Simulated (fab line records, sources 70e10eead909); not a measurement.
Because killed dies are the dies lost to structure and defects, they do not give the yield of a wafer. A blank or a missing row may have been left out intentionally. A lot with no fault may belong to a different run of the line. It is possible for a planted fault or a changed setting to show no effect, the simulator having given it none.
Matching of chambers    flow nand harc    3 sister chambers for NHARC_A_SLIT_DEP_25 on pecvd-04
The step deposits SiO2, target thk 200 nm. 6 wafers are shown with their chamber, then 10 later ones without.

== WAFERS, EACH WITH ITS CHAMBER ==
wafer   chamber  rf fwd power W (W)  throttle valve pct (%)
L083.3  2        892.5               15.7
L083.5  0        894.7               16.1
L086.2  2        894.2               15.6
L086.6  1        894.6               15.7
L087.1  1        897.0               15.9
L087.2  0        895.6               15.8

== WAFERS WITHOUT THEIR CHAMBER ==
wafer   rf fwd power W (W)  throttle valve pct (%)
L087.3  900.6               15.8
L089.2  899.1               15.8
L089.4  899.0               15.9
L089.5  897.4               15.7
L090.1  894.0               15.9
L090.5  894.6               15.8
L090.6  902.7               15.7
L096.1  893.7               15.5
L096.4  893.3               15.5
L096.5  896.1               15.5

== THE CHAMBER EACH PASSED THROUGH ==
wafer   from the rows above           in truth
L087.3  can't be placed: 1 or 0       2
L089.2  can't be placed: 1 or 0       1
L089.4  can't be placed: 1 or 0       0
L089.5  can't be placed: 1 or 0 or 2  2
L090.1  can't be placed: 0 or 1 or 2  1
L090.5  can't be placed: 1 or 0 or 2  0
L090.6  can't be placed: 1 or 0 or 2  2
L096.1  can't be placed: 2 or 1       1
L096.4  can't be placed: 2 or 1       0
L096.5  can't be placed: 1 or 2 or 0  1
Placed correctly: 0 of 10. Cannot be placed on the basis of these rows: 10; the candidates contain the true chamber in 8. Placed wrongly: 0.
How it was worked out, from the rows above alone: a wafer's distance from a chamber is the root of the sum, over the readings, of the square of ((its reading less the chamber's mean) divided by the reading's scatter). If the next closest chamber is less than 2 further off than the closest, the wafer can't be placed; otherwise it belongs to the closest. Each chamber's mean is taken over the wafers shown for it. How the scatter is found: for the shown wafers, subtract from each reading the mean of its chamber, square and add these, divide the total by (wafers less chambers), then take the root.
